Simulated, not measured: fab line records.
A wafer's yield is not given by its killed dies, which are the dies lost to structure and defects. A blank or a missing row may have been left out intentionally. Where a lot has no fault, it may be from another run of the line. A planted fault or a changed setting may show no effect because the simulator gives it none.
fab line records -- flow n5-finfet
record lots=10, wafers=30, last-day=18
route steps=1938 shown BEOL_M1@766 BEOL_M4@1111 PASSIVATION@1936
lots with no fault: from the same line, run without faults
start-h: start of the lot's first displayed wafer, in hours after the record's first day -- wait-h: hours elapsed since this lot's preceding step -- " the same as in the row above -- L1.1+2: a row that stands for several wafers -- - value missing, or start not given -- * or withheld: withheld -- < > ~ a bound
route shown NAME@n: NAME is a module with steps in the file, n the number in the route of the first one -- usual: mean/standard deviation of fault-free wafers -- same: alike in all rows -- chamber/n: place in a boat -- sites: each site's reading -- _std_site: the values' standard deviation -- _edge_site: the outer-site mean with the inner-site mean subtracted -- radius-mm: for every site, how far away it sits from the centre of the wafer -- mask NAME#n: copy n -- behind: the tool/chamber that last shaped the wafer -- hold: why the lot was held/for how many hours/how that ended -- device: which transistor (n, p or np) failed to switch -- end of line: the tests these same wafers got at the end of their route -- step lacking rows: just its recipe -- killed: dies that structure and defects cost at the first sort, which is not the same as the wafer's yield -- map: the dies of a wafer, with x for killed, . for not killed, _ for no die there
set.NAME: the setting that was run; set.NAME@STEP: the one run at that earlier step -- model.NAME: the simulator's own value behind a step, which no gauge read
the route's steps for a sample of lots (tables are steps, rows are wafers)
services: when a tool's chamber went out of use (start-h, in hours from the record's first day, below 0 if earlier), for how many hours, and the reason
## steps
# step N5_BEOL_M1_INSPECT_13
# recipe mode=adi, inspect-instrument=brightfield
# usual raw-defect-count=386/89
lot.wafer,tool,chamber,start-h,wait-h,raw-defect-count
L981.2,defect-inspect-01,-,119.64,0.0,388
L981.3,defect-inspect-01,-,119.64,0.0,405
L981.4,defect-inspect-01,-,119.64,0.0,405
L983.1,defect-inspect-01,-,138.39,0.1,430
L983.2,defect-inspect-01,-,138.39,0.1,297
L983.5,defect-inspect-01,-,138.39,0.1,262
L985.3,defect-inspect-02,-,148.44,0.0,374
L985.5,defect-inspect-02,-,148.44,0.0,403
L985.6,defect-inspect-02,-,148.44,0.0,327
L987.2,defect-inspect-02,-,163.44,0.0,454
L987.4,defect-inspect-02,-,163.44,0.0,314
L987.5,defect-inspect-02,-,163.44,0.0,347
L992.1,defect-inspect-01,-,190.95,0.1,357
L992.2,defect-inspect-01,-,190.95,0.1,451
L992.5,defect-inspect-01,-,190.95,0.1,249
L100.1,defect-inspect-02,-,251.68,0.1,444
L100.3,defect-inspect-02,-,251.68,0.1,532
L100.5,defect-inspect-02,-,251.68,0.1,433
L101.1,defect-inspect-02,-,252.15,0.1,521
L101.2,defect-inspect-02,-,252.15,0.1,524
L101.5,defect-inspect-02,-,252.15,0.1,367
L102.2,defect-inspect-02,-,252.32,0.0,507
L102.3,defect-inspect-02,-,252.32,0.0,499
L102.5,defect-inspect-02,-,252.32,0.0,549
L103.2,defect-inspect-01,-,258.66,0.0,452
L103.4,defect-inspect-01,-,258.66,0.0,459
L103.6,defect-inspect-01,-,258.66,0.0,450
L104.2,defect-inspect-02,-,264.37,0.0,353
L104.3,defect-inspect-02,-,264.37,0.0,461
L104.6,defect-inspect-02,-,264.37,0.0,466
# step N5_BEOL_M1_COAT_76
# recipe resist=underlayer, temp-c=205, time-s=60, spin-rpm=1500, resist-thk-nm=5
# usual run-length-s=66.04/0.16
lot.wafer,tool,chamber,start-h,wait-h,run-length-s
L981.2,litho-track-02,0,120.23,-,65.98
L981.3,litho-track-02,0,120.23,-,65.97
L981.4,litho-track-02,0,120.23,-,65.95
L983.1,litho-track-02,0,139.09,-,66.35
L983.2,litho-track-02,0,139.09,-,65.96
L983.5,litho-track-02,0,139.09,-,66.09
L985.3,litho-track-03,0,149.10,-,65.85
L985.5,litho-track-03,0,149.10,-,65.76
L985.6,litho-track-03,0,149.10,-,65.81
L987.2,litho-track-01,0,164.03,-,66.09
L987.4,litho-track-01,0,164.03,-,65.97
L987.5,litho-track-01,0,164.03,-,66.41
L992.1,litho-track-02,0,191.48,-,83.15
L992.2,litho-track-02,0,191.48,-,83.21
L992.5,litho-track-02,0,191.48,-,66.14
L100.1,litho-track-01,0,252.22,-,66.08
L100.3,litho-track-01,0,252.22,-,66.24
L100.5,litho-track-01,0,252.22,-,65.95
L101.1,litho-track-03,0,252.69,-,65.86
L101.2,litho-track-03,0,252.69,-,65.85
L101.5,litho-track-03,0,252.69,-,65.74
L102.2,litho-track-03,0,252.82,-,65.91
L102.3,litho-track-03,0,252.82,-,66.05
L102.5,litho-track-03,0,252.82,-,65.90
L103.2,litho-track-01,0,259.16,-,66.09
L103.4,litho-track-01,0,259.16,-,66.12
L103.6,litho-track-01,0,259.16,-,66.12
L104.2,litho-track-01,0,264.95,-,66.17
L104.3,litho-track-01,0,264.95,-,66.24
L104.6,litho-track-01,0,264.95,-,66.13
# step N5_BEOL_M1_INSPECT_30
# recipe mode=adi, inspect-instrument=brightfield
# usual raw-defect-count=392/91
lot.wafer,tool,chamber,start-h,wait-h,raw-defect-count
L981.2,defect-inspect-02,-,120.59,0.0,415
L981.3,defect-inspect-02,-,120.59,0.0,457
L981.4,defect-inspect-02,-,120.59,0.0,446
L983.1,defect-inspect-02,-,139.51,0.1,431
L983.2,defect-inspect-02,-,139.51,0.1,316
L983.5,defect-inspect-02,-,139.51,0.1,301
L985.3,defect-inspect-02,-,149.60,0.0,386
L985.5,defect-inspect-02,-,149.60,0.0,380
L985.6,defect-inspect-02,-,149.60,0.0,305
L987.2,defect-inspect-02,-,164.53,0.1,459
L987.4,defect-inspect-02,-,164.53,0.1,338
L987.5,defect-inspect-02,-,164.53,0.1,357
L992.1,defect-inspect-02,-,191.85,0.1,424
L992.2,defect-inspect-02,-,191.85,0.1,453
L992.5,defect-inspect-02,-,191.85,0.1,263
L100.1,defect-inspect-01,-,252.59,0.1,446
L100.3,defect-inspect-01,-,252.59,0.1,495
L100.5,defect-inspect-01,-,252.59,0.1,407
L101.1,defect-inspect-01,-,253.05,0.1,482
L101.2,defect-inspect-01,-,253.05,0.1,489
L101.5,defect-inspect-01,-,253.05,0.1,337
L102.2,defect-inspect-02,-,253.31,0.0,517
L102.3,defect-inspect-02,-,253.31,0.0,490
L102.5,defect-inspect-02,-,253.31,0.0,572
L103.2,defect-inspect-01,-,259.53,0.0,433
L103.4,defect-inspect-01,-,259.53,0.0,422
L103.6,defect-inspect-01,-,259.53,0.0,465
L104.2,defect-inspect-02,-,265.32,0.0,373
L104.3,defect-inspect-02,-,265.32,0.0,461
L104.6,defect-inspect-02,-,265.32,0.0,460
# step N5_BEOL_M1_ETCH_77
# recipe chemistry=N2/H2, target=underlayer, target-depth-a=65, mask-material=CAR-EUV, time-s=5.2, ion-energy-ev=200, pressure-mtorr=30, source-w=840, bias-w=150, n2-flow-sccm=200, h2-flow-sccm=200, ends=cleared
# usual drypump-motor-current-A=5.8/0.47, etch-rf-on-time-s=5.22/0.12, h2-flow-sccm=200.0/0.59, oes-product-au=0.64/0.048, rf-vpp-V=523.6/2.7, showerhead-plenum-p-Torr=2.53/0.084, throttle-valve-pct=17.89/0.16
lot.wafer,tool,chamber,start-h,wait-h,drypump-motor-current-A,etch-rf-on-time-s,h2-flow-sccm,oes-product-au,rf-hours-counter-h,rf-vpp-V,showerhead-plenum-p-Torr,throttle-valve-pct
L981.2,rie-diel-05,2,120.81,0.0,5.6,5.49,199.2,0.62,195,526.6,2.63,17.78
L981.3,rie-diel-05,3,120.81,0.0,5.6,5.21,199.4,0.61,200,525.4,2.64,17.95
L981.4,rie-diel-05,1,120.81,0.0,5.7,5.34,200.0,0.63,157,521.9,2.43,18.29
L983.1,rie-diel-02,0,139.59,0.0,5.7,5.00,199.8,0.65,149,523.2,2.54,17.69
L983.2,rie-diel-02,1,139.59,0.0,6.2,5.10,199.8,0.64,180,530.8,2.61,17.63
L983.5,rie-diel-02,1,139.59,0.0,6.2,5.10,199.7,0.63,-,524.0,2.61,17.63
L985.3,rie-diel-01,1,149.66,0.0,6.5,5.34,199.7,0.77,31,523.9,2.60,17.83
L985.5,rie-diel-01,1,149.66,0.0,6.5,5.40,199.5,0.76,-,524.9,2.60,17.81
L985.6,rie-diel-01,2,149.66,0.0,6.0,5.30,200.9,0.62,-,525.4,2.63,17.92
L987.2,rie-diel-02,0,164.60,0.0,5.7,5.05,199.8,0.64,159,523.7,2.53,17.69
L987.4,rie-diel-02,0,164.60,0.0,5.8,5.07,200.0,0.63,-,526.0,2.53,17.70
L987.5,rie-diel-02,2,164.60,0.0,5.0,5.11,199.9,0.63,-,525.0,2.53,17.80
L992.1,rie-diel-01,1,191.93,0.0,6.5,5.35,200.9,0.75,45,524.4,2.60,17.84
L992.2,rie-diel-01,0,191.93,0.0,6.0,5.17,201.4,0.67,152,520.1,2.43,17.96
L992.5,rie-diel-01,0,191.93,0.0,6.1,5.17,200.5,0.67,-,522.9,2.43,17.96
L100.1,rie-diel-02,2,252.66,0.0,5.0,5.16,199.7,0.62,207,523.1,2.52,17.81
L100.3,rie-diel-02,0,252.66,0.0,5.7,5.04,199.7,0.62,185,522.7,2.52,17.76
L100.5,rie-diel-02,1,252.66,0.0,6.2,5.17,199.7,0.61,-,525.1,2.59,17.70
L101.1,rie-diel-02,0,253.12,0.0,5.8,5.05,199.7,0.62,185,524.8,2.52,17.76
L101.2,rie-diel-02,1,253.12,0.0,6.2,5.20,200.7,0.60,210,526.3,2.59,17.69
L101.5,rie-diel-02,3,253.12,0.0,5.9,5.34,199.4,0.58,-,521.8,2.42,18.08
L102.2,rie-diel-02,0,253.38,0.0,5.8,5.05,200.0,0.63,185,524.8,2.52,17.75
L102.3,rie-diel-02,3,253.38,0.0,5.9,5.33,200.0,0.59,222,520.2,2.42,18.07
L102.5,rie-diel-02,2,253.38,0.0,5.0,5.18,200.6,0.61,-,521.7,2.51,17.80
L103.2,rie-diel-02,2,259.60,0.0,5.0,5.11,201.8,0.61,209,523.6,2.51,17.83
L103.4,rie-diel-02,0,259.60,0.0,5.8,5.02,199.0,0.61,187,524.1,2.52,17.75
L103.6,rie-diel-02,0,259.60,0.0,5.8,5.06,198.8,0.62,-,523.0,2.52,17.77
L104.2,rie-diel-02,2,265.39,0.0,5.0,5.20,199.7,0.61,210,523.7,2.51,17.81
L104.3,rie-diel-02,0,265.39,0.0,5.7,5.12,199.5,0.61,189,523.0,2.52,17.77
L104.6,rie-diel-02,2,265.39,0.0,4.9,5.16,200.9,0.62,-,520.0,2.51,17.84
# step N5_BEOL_M4_RC_MEAS_101
# usual DIBL_N=36.0/1.6, DIBL_P=36.1/2, IOFF_N=0.160/0.029, IOFF_P=0.21/0.039, ION_N=675/13, ION_P=464/8.8, SS_N=71.5/0.58, SS_P=73.3/0.65, VT_N=250/3.3, VT_P=-249/3.6
lot.wafer,tool,chamber,start-h,wait-h,DIBL_N[mV/V],DIBL_P[mV/V],IOFF_N[nA/um],IOFF_P[nA/um],ION_N[uA/um],ION_P[uA/um],SS_N[mV/dec],SS_P[mV/dec],VT_N[mV],VT_P[mV]
L981.2,prober-02,0,164.07,0.2,37.4,36.9,0.164,0.21,676,456,72.0,73.4,247,-252
L981.3,prober-02,0,164.07,0.2,35.6,34.9,0.128,0.19,659,454,71.5,73.0,251,-253
L981.4,prober-02,0,164.07,0.2,36.4,33.6,0.141,0.17,662,449,71.6,72.7,254,-255
L983.1,prober-01,0,175.16,0.0,34.1,34.5,0.128,0.17,666,456,72.0,72.5,252,-252
L983.2,prober-01,0,175.16,0.0,36.9,37.5,0.173,0.22,693,473,71.0,73.4,248,-248
L983.5,prober-01,0,175.16,0.0,33.7,33.5,0.118,0.15,665,452,71.2,72.2,255,-255
L985.3,prober-02,0,191.35,0.3,33.7,35.3,0.146,0.19,678,463,71.2,73.1,250,-252
L985.5,prober-02,0,191.35,0.3,32.2,33.5,0.118,0.17,675,466,70.8,72.7,253,-250
L985.6,prober-02,0,191.35,0.3,35.7,37.8,0.175,0.23,678,463,70.7,73.7,247,-249
L987.2,prober-01,0,204.50,0.2,36.7,38.2,0.177,0.22,677,454,70.9,74.5,250,-250
L987.4,prober-01,0,204.50,0.2,35.7,37.7,0.172,0.22,671,461,71.7,73.8,249,-252
L987.5,prober-01,0,204.50,0.2,34.9,35.4,0.150,0.18,657,447,71.5,73.5,252,-254
L992.1,prober-01,0,236.24,0.0,38.9,40.7,0.232,0.32,697,482,72.8,74.6,244,-243
L992.2,prober-01,0,236.24,0.0,38.3,39.9,0.210,0.31,696,487,71.8,74.6,245,-243
L992.5,prober-01,0,236.24,0.0,37.0,38.5,0.171,0.26,671,474,72.0,73.7,252,-245
L102.2,prober-02,0,294.61,0.2,31.8,33.0,0.115,0.18,667,461,70.8,72.4,256,-250
L102.3,prober-02,0,294.61,0.2,32.8,34.9,0.123,0.21,663,468,71.1,73.2,254,-246
L102.5,prober-02,0,294.61,0.2,35.6,37.3,0.171,0.24,681,471,71.3,73.8,249,-247
L100.1,prober-01,0,297.94,0.0,34.8,34.0,0.146,0.17,687,463,70.9,72.3,247,-252
L100.3,prober-01,0,297.94,0.0,36.2,35.5,0.154,0.20,681,469,71.5,73.7,248,-250
L100.5,prober-01,0,297.94,0.0,36.8,35.9,0.174,0.21,699,468,71.2,73.0,247,-250
L101.1,prober-02,0,301.11,0.0,35.4,35.1,0.146,0.20,695,478,71.2,72.2,249,-251
L101.2,prober-02,0,301.11,0.0,36.8,36.5,0.159,0.22,675,466,71.7,73.2,251,-248
L101.5,prober-02,0,301.11,0.0,38.6,39.2,0.210,0.27,706,479,72.0,74.0,247,-247
L104.2,prober-01,0,302.01,0.2,37.1,39.3,0.192,0.30,682,472,70.9,74.7,245,-242
L104.3,prober-01,0,302.01,0.2,37.2,38.6,0.181,0.27,677,469,72.6,73.8,247,-246
L104.6,prober-01,0,302.01,0.2,38.8,40.2,0.234,0.31,687,468,72.1,74.1,244,-242
L103.2,prober-02,0,303.43,0.2,34.6,33.6,0.128,0.19,664,462,70.7,72.0,253,-247
L103.4,prober-02,0,303.43,0.2,35.0,35.3,0.139,0.21,657,458,71.5,72.9,253,-251
L103.6,prober-02,0,303.43,0.2,37.1,37.7,0.180,0.25,682,465,71.9,74.1,247,-247
# step N5_PASSIVATION_PROBE_49
# usual defect-limited-yield=91.0/1.3, killed_at_M0_to_M3=36/9.5, killed_at_M4_up=14/5.6, killed-at-contacts=12/6.4, killed-at-front-end=40/10, killed-at-other=3.2/3, killed-dies=107/15, killed-on-rim=15/4.5, killed-open=69/12, killed-short=35/7.7, sort_bin_5_function=5.3/0.91, sort_bin_6_memory=3.3/0.65, sort-n-pass=1073/15, sort-yield-pct=91.0/1.3
# same gross-dies=1180, killed-at-back-side=0, sort_bin_4_leakage[%]=0, sort_bin_8_speed[%]=0
lot.wafer,tool,chamber,start-h,wait-h,defect-limited-yield[%],killed_at_M0_to_M3,killed_at_M4_up,killed-at-contacts,killed-at-front-end,killed-at-other,killed-dies,killed-on-rim,killed-open,killed-short,sort_bin_5_function[%],sort_bin_6_memory[%],sort-n-pass,sort-yield-pct[%]
L981.2,prober-02,-,270.16,0.1,92.6,34,13,6,32,2,87,14,57,29,5.0,2.1,1093,92.6
L981.3,prober-02,-,270.21,0.1,91.4,35,25,14,26,2,102,17,63,38,4.2,4.0,1078,91.4
L981.4,prober-02,-,270.26,0.2,92.8,38,7,12,27,1,85,13,61,24,3.6,3.3,1095,92.8
L983.1,prober-02,-,275.74,0.0,88.9,53,12,27,36,3,131,23,79,44,6.5,3.9,1049,88.9
L983.2,prober-02,-,275.79,0.1,91.4,38,17,10,35,1,101,9,67,32,4.7,3.6,1079,91.4
L983.5,prober-02,-,275.94,0.2,92.3,31,8,12,38,2,91,8,61,29,5.2,2.3,1089,92.3
L985.3,prober-02,-,291.84,0.1,92.3,28,10,8,39,6,91,12,68,22,4.9,2.7,1089,92.3
L985.5,prober-02,-,291.94,0.2,88.4,33,11,26,58,9,137,19,92,40,5.6,5.4,1043,88.4
L985.6,prober-02,-,291.99,0.3,91.0,29,13,20,39,5,106,11,71,33,5.4,3.3,1074,91.0
L987.2,prober-01,-,303.37,0.1,88.0,35,27,15,60,5,142,19,103,33,7.4,4.1,1038,88.0
L987.4,prober-01,-,303.47,0.2,91.9,20,21,13,33,8,95,10,66,29,5.0,2.8,1085,91.9
L987.5,prober-01,-,303.52,0.2,91.2,24,15,16,47,2,104,18,70,33,5.6,2.9,1076,91.2
L992.1,prober-01,-,354.68,0.0,91.1,28,12,8,51,6,105,13,63,38,4.7,3.6,1075,91.1
L992.2,prober-01,-,354.73,0.1,93.3,24,9,12,32,2,79,9,39,40,4.1,2.3,1101,93.3
L992.5,prober-01,-,354.88,0.2,90.2,40,5,12,56,3,116,17,71,43,5.5,4.0,1064,90.2
L102.2,prober-01,-,403.38,0.1,91.4,31,24,6,39,2,102,13,77,24,4.6,3.9,1078,91.4
L102.3,prober-01,-,403.43,0.1,92.2,36,10,12,25,9,92,13,63,25,4.5,3.1,1088,92.2
L102.5,prober-01,-,403.53,0.2,90.4,40,15,27,29,2,113,16,78,33,5.9,3.2,1067,90.4
L100.1,prober-02,-,404.61,0.0,90.3,38,13,7,53,3,114,15,63,49,5.4,3.6,1066,90.3
L100.3,prober-02,-,404.71,0.1,88.8,57,10,6,58,1,132,20,84,47,7.0,3.6,1048,88.8
L100.5,prober-02,-,404.81,0.2,91.7,34,14,6,43,1,98,13,60,35,5.0,3.1,1082,91.7
L101.1,prober-01,-,405.30,0.0,92.1,25,11,18,33,6,93,12,59,32,4.8,2.9,1087,92.1
L101.2,prober-01,-,405.35,0.1,91.6,36,13,5,41,4,99,15,60,37,4.5,3.6,1081,91.6
L101.5,prober-01,-,405.50,0.2,91.3,37,19,7,33,7,103,16,63,38,5.3,3.0,1077,91.3
L104.2,prober-01,-,410.05,0.1,91.1,38,22,26,18,1,105,12,76,29,5.9,2.8,1075,91.1
L104.3,prober-01,-,410.10,0.1,91.4,24,26,15,35,1,101,13,77,24,5.1,3.4,1079,91.4
L104.6,prober-01,-,410.25,0.3,91.2,29,21,19,33,2,104,14,78,25,6.1,2.5,1076,91.2
L103.2,prober-01,-,421.63,0.1,89.7,56,12,15,38,0,121,17,83,35,5.7,4.2,1059,89.7
L103.4,prober-01,-,421.73,0.2,90.4,44,6,16,46,1,113,16,67,37,4.9,4.1,1067,90.4
L103.6,prober-01,-,421.83,0.3,91.4,31,6,13,52,0,102,14,64,32,5.2,2.9,1078,91.4
# killed by level:class
L981.2 BEOL_M1:geometric-particle:open=8 FIN_SAQP:geometric-particle:open=7 STI_FIN_REVEAL:geometric-particle:open=7 BEOL_M0_SAQP:geometric-particle:short=6 BEOL_M2:geometric-particle:open=6 BEOL_M4:geometric-particle:open=6 FIN_SAQP:geometric-particle:short=5 MOL_CONTACT_COAG:geometric-particle:open=5
L981.3 BEOL_M4:geometric-particle:open=13 BEOL_M2:geometric-particle:open=13 MOL_CONTACT_COAG:geometric-particle:open=10 GATE_CUT:geometric-particle:short=7 BEOL_M2:geometric-particle:short=7 BEOL_M0_SAQP:geometric-particle:short=5 MOL_CONTACT_COAG:geometric-particle:short=4 STARTING-WAFER:geometric-particle:short=4
L981.4 BEOL_M1:geometric-particle:open=15 MOL_CONTACT_COAG:geometric-particle:open=10 STI_FIN_REVEAL:geometric-particle:open=8 BEOL_M0_SAQP:geometric-particle:open=8 FIN_SAQP:geometric-particle:short=5 BEOL_M0_SAQP:geometric-particle:short=5 BEOL_M0:geometric-particle:open=4 BEOL_M4:geometric-particle:open=4
L983.1 MOL_CONTACT_COAG:geometric-particle:open=21 BEOL_M2:geometric-particle:open=12 BEOL_M3:geometric-particle:open=10 BEOL_M1:geometric-particle:open=8 FIN_SAQP:geometric-particle:short=7 BEOL_M0_SAQP:geometric-particle:short=7 MOL_CONTACT_COAG:geometric-particle:short=6 BEOL_M0_SAQP:geometric-particle:open=6
L983.2 BEOL_M3:geometric-particle:open=12 FIN_SAQP:geometric-particle:open=10 BEOL_M1:geometric-particle:open=10 MOL_CONTACT_COAG:geometric-particle:open=9 FIN_SAQP:geometric-particle:short=7 BEOL_M4:geometric-particle:open=7 GATE_CUT:geometric-particle:short=5 DUMMY_GATE:geometric-particle:open=4
L983.5 MOL_CONTACT_COAG:geometric-particle:open=9 GATE_CUT:geometric-particle:open=8 BEOL_M1:geometric-particle:open=7 FIN_SAQP:geometric-particle:short=5 FIN_SAQP:geometric-particle:open=5 STI_FIN_REVEAL:geometric-particle:open=5 BEOL_M0_SAQP:geometric-particle:short=5 BEOL_M3:geometric-particle:open=5
L985.3 STI_FIN_REVEAL:geometric-particle:open=14 BEOL_M3:geometric-particle:open=8 MOL_CONTACT_COAG:geometric-particle:open=7 BEOL_M2:geometric-particle:open=7 BEOL_M4:geometric-particle:open=6 ILD0:geometric-particle:open=3 GATE_CUT:geometric-particle:short=3 GATE_CUT:geometric-particle:open=3
L985.5 STI_FIN_REVEAL:geometric-particle:open=21 MOL_CONTACT_COAG:geometric-particle:open=21 FIN_SAQP:geometric-particle:short=10 BEOL_M2:geometric-particle:open=9 BEOL_M1:geometric-particle:open=7 BEOL_M0_SAQP:geometric-particle:open=6 MOL_CONTACT_COAG:geometric-particle:short=5 HKMG_FIN:area-etch=5
L985.6 MOL_CONTACT_COAG:geometric-particle:open=18 STI_FIN_REVEAL:geometric-particle:open=9 FIN_SAQP:geometric-particle:open=8 GATE_CUT:geometric-particle:short=6 BEOL_M2:geometric-particle:open=6 BEOL_M0_SAQP:geometric-particle:open=5 BEOL_M3:geometric-particle:open=5 BEOL_M1:geometric-particle:open=4
L987.2 STI_FIN_REVEAL:geometric-particle:open=21 BEOL_M4:geometric-particle:open=15 MOL_CONTACT_COAG:geometric-particle:open=12 BEOL_M2:geometric-particle:open=12 FIN_SAQP:geometric-particle:open=8 GATE_CUT:geometric-particle:short=8 DUMMY_GATE:geometric-particle:open=7 BEOL_M0_SAQP:geometric-particle:open=6
L987.4 BEOL_M4:geometric-particle:open=15 MOL_CONTACT_COAG:geometric-particle:open=9 STI_FIN_REVEAL:geometric-particle:open=8 BEOL_M2:geometric-particle:open=7 FIN_SAQP:geometric-particle:short=5 BEOL_M0_SAQP:geometric-particle:open=5 FIN_SAQP:geometric-particle:open=4 MOL_CONTACT_COAG:geometric-particle:short=4
L987.5 FIN_SAQP:geometric-particle:open=17 MOL_CONTACT_COAG:geometric-particle:open=14 BEOL_M2:geometric-particle:open=10 BEOL_M4:geometric-particle:open=10 GATE_CUT:geometric-particle:short=5 FIN_SAQP:geometric-particle:short=4 DUMMY_GATE:geometric-particle:open=4 BEOL_M1:geometric-particle:open=3
L992.1 STI_FIN_REVEAL:geometric-particle:open=14 BEOL_M0_SAQP:geometric-particle:short=9 FIN_SAQP:geometric-particle:short=8 FIN_SAQP:geometric-particle:open=7 BEOL_M0_SAQP:geometric-particle:open=7 STI_FIN_REVEAL:geometric-particle:short=5 MOL_CONTACT_COAG:geometric-particle:open=5 BEOL_M3:geometric-particle:open=4
L992.2 MOL_CONTACT_COAG:geometric-particle:open=9 FIN_SAQP:geometric-particle:short=8 STI_FIN_REVEAL:geometric-particle:open=5 GATE_CUT:geometric-particle:short=5 BEOL_M0_SAQP:geometric-particle:short=5 DUMMY_GATE:geometric-particle:open=4 BEOL_M0_SAQP:geometric-particle:open=4 BEOL_M2:geometric-particle:open=4
L992.5 BEOL_M0_SAQP:geometric-particle:open=14 FIN_SAQP:geometric-particle:short=11 MOL_CONTACT_COAG:geometric-particle:open=10 GATE_CUT:geometric-particle:short=9 BEOL_M0_SAQP:geometric-particle:short=9 BEOL_M3:geometric-particle:open=8 FIN_SAQP:geometric-particle:open=7 STI_FIN_REVEAL:geometric-particle:open=7
L102.2 BEOL_M2:geometric-particle:open=14 BEOL_M4:geometric-particle:open=14 DUMMY_GATE:geometric-particle:open=11 FIN_SAQP:geometric-particle:open=6 MOL_CONTACT_COAG:geometric-particle:open=5 BEOL_M3:geometric-particle:open=5 FIN_SAQP:geometric-particle:short=4 STARTING-WAFER:geometric-particle:short=4
L102.3 BEOL_M3:geometric-particle:open=14 MOL_CONTACT_COAG:geometric-particle:open=9 BEOL_M0:geometric-particle:open=5 STI_FIN_REVEAL:geometric-particle:open=4 DUMMY_GATE:geometric-particle:open=4 BEOL_M0_SAQP:geometric-particle:open=4 BEOL_M0_SAQP:geometric-particle:short=4 BEOL_M2:geometric-particle:open=4
L102.5 MOL_CONTACT_COAG:geometric-particle:open=21 BEOL_M0_SAQP:geometric-particle:open=7 BEOL_M1:geometric-particle:open=7 BEOL_M2:geometric-particle:short=7 BEOL_M4:geometric-particle:open=7 STI_FIN_REVEAL:geometric-particle:open=6 MOL_CONTACT_COAG:geometric-particle:short=6 BEOL_M3:geometric-particle:open=6
L100.1 FIN_SAQP:geometric-particle:short=26 FIN_SAQP:geometric-particle:open=17 BEOL_M0_SAQP:geometric-particle:open=14 BEOL_M0_SAQP:geometric-particle:short=10 MOL_CONTACT_COAG:geometric-particle:open=5 BEOL_M1:geometric-particle:open=5 BEOL_M2:geometric-particle:open=5 BEOL_M4:geometric-particle:open=5
L100.3 FIN_SAQP:geometric-particle:open=23 FIN_SAQP:geometric-particle:short=21 BEOL_M0_SAQP:geometric-particle:open=14 BEOL_M0_SAQP:geometric-particle:short=13 BEOL_M1:geometric-particle:open=9 BEOL_M3:geometric-particle:open=7 MOL_CONTACT_COAG:geometric-particle:open=6 DUMMY_GATE:geometric-particle:open=6
L100.5 FIN_SAQP:geometric-particle:short=15 FIN_SAQP:geometric-particle:open=10 BEOL_M1:geometric-particle:open=8 BEOL_M0_SAQP:geometric-particle:open=7 STI_FIN_REVEAL:geometric-particle:open=6 BEOL_M0_SAQP:geometric-particle:short=5 BEOL_M2:geometric-particle:open=5 BEOL_M4:geometric-particle:open=5
L101.1 MOL_CONTACT_COAG:geometric-particle:open=15 GATE_CUT:geometric-particle:short=10 BEOL_M0_SAQP:geometric-particle:open=10 GATE_CUT:geometric-particle:open=7 BEOL_M0_SAQP:geometric-particle:short=5 BEOL_M4:geometric-particle:open=4 STI_FIN_REVEAL:geometric-particle:open=3 SPACER0:geometric-particle:open=3
L101.2 FIN_SAQP:geometric-particle:open=13 BEOL_M0_SAQP:geometric-particle:open=10 BEOL_M0_SAQP:geometric-particle:short=9 GATE_CUT:geometric-particle:short=5 MOL_CONTACT_COAG:geometric-particle:open=5 BEOL_M4:geometric-particle:open=5 SPACER0:geometric-particle:open=4 BEOL_M1:geometric-particle:short=4
L101.5 DUMMY_GATE:geometric-particle:open=9 BEOL_M4:geometric-particle:open=9 BEOL_M0_SAQP:geometric-particle:short=8 BEOL_M2:geometric-particle:open=6 FIN_SAQP:geometric-particle:open=5 BEOL_M1:geometric-particle:open=5 BEOL_M3:geometric-particle:open=5 STARTING-WAFER:geometric-particle:open=5
L104.2 MOL_CONTACT_COAG:geometric-particle:open=22 BEOL_M4:geometric-particle:open=16 BEOL_M1:geometric-particle:open=11 BEOL_M2:geometric-particle:open=10 BEOL_M1:geometric-particle:short=5 MOL_CONTACT_COAG:geometric-particle:short=4 STI_FIN_REVEAL:geometric-particle:open=3 BEOL_M0_SAQP:geometric-particle:short=3
L104.3 BEOL_M4:geometric-particle:open=15 MOL_CONTACT_COAG:geometric-particle:open=13 FIN_SAQP:geometric-particle:open=7 BEOL_M2:geometric-particle:open=6 DUMMY_GATE:geometric-particle:open=5 BEOL_M3:geometric-particle:open=5 ILD0:geometric-particle:short=4 GATE_CUT:geometric-particle:short=4
L104.6 MOL_CONTACT_COAG:geometric-particle:open=17 BEOL_M4:geometric-particle:open=11 FIN_SAQP:geometric-particle:open=9 BEOL_M0_SAQP:geometric-particle:short=7 DUMMY_GATE:geometric-particle:open=6 STI_FIN_REVEAL:geometric-particle:open=4 BEOL_M0_SAQP:geometric-particle:open=4 BEOL_M2:geometric-particle:open=4
L103.2 BEOL_M0_SAQP:geometric-particle:open=17 MOL_CONTACT_COAG:geometric-particle:open=14 BEOL_M0_SAQP:geometric-particle:short=12 BEOL_M2:geometric-particle:open=10 DUMMY_GATE:geometric-particle:open=7 BEOL_M5:geometric-particle:open=7 FIN_SAQP:geometric-particle:open=6 GATE_CUT:geometric-particle:short=6
L103.4 STI_FIN_REVEAL:geometric-particle:open=15 MOL_CONTACT_COAG:geometric-particle:open=11 BEOL_M0_SAQP:geometric-particle:short=8 BEOL_M2:geometric-particle:open=7 BEOL_M0_SAQP:geometric-particle:open=7 HKMG_FIN:area-etch=7 FIN_SAQP:geometric-particle:short=6 BEOL_M1:geometric-particle:open=6
L103.6 MOL_CONTACT_COAG:geometric-particle:open=12 FIN_SAQP:geometric-particle:open=10 DUMMY_GATE:geometric-particle:open=9 BEOL_M0_SAQP:geometric-particle:short=8 FIN_SAQP:geometric-particle:short=7 BEOL_M0_SAQP:geometric-particle:open=7 BEOL_M0:geometric-particle:open=6 HKMG_FIN:area-etch=5
## services
tool,chamber,start-h,hours,kind
rie-diel-02,1,113.71,14.4,repair
litho-track-02,-,142.92,-,consumable-replace:filter
litho-track-02,-,149.31,-,consumable-replace:filter
rie-diel-02,1,163.00,10.2,repair
rie-diel-05,1,177.64,1.4,repair
rie-diel-01,0,181.02,4.1,repair
litho-track-03,-,187.05,-,consumable-replace:filter
## key
first-sign step=N5_BEOL_M1_COAT_76, reading=run-length-s, direction=up, sigmas=99+, usual=*, struck=*
effect none on later readings
met-at N5_BEOL_M1_COAT_76
struck-lots L992
struck-wafers L992.1,L992.2
not-acting-at N5_BEOL_M1_INSPECT_13,N5_BEOL_M1_INSPECT_30,N5_BEOL_M1_ETCH_77
onset-between 139.09 191.48
fault kind=process-parameter-drift, tool=litho-track-02, chamber=-, onset-h=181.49, steps=N5_BEOL_M1_COAT_76, channel=time-s, offset=*, shape=step, end-h=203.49, scope=struck-wafers-only, acts-in=*, stated=*
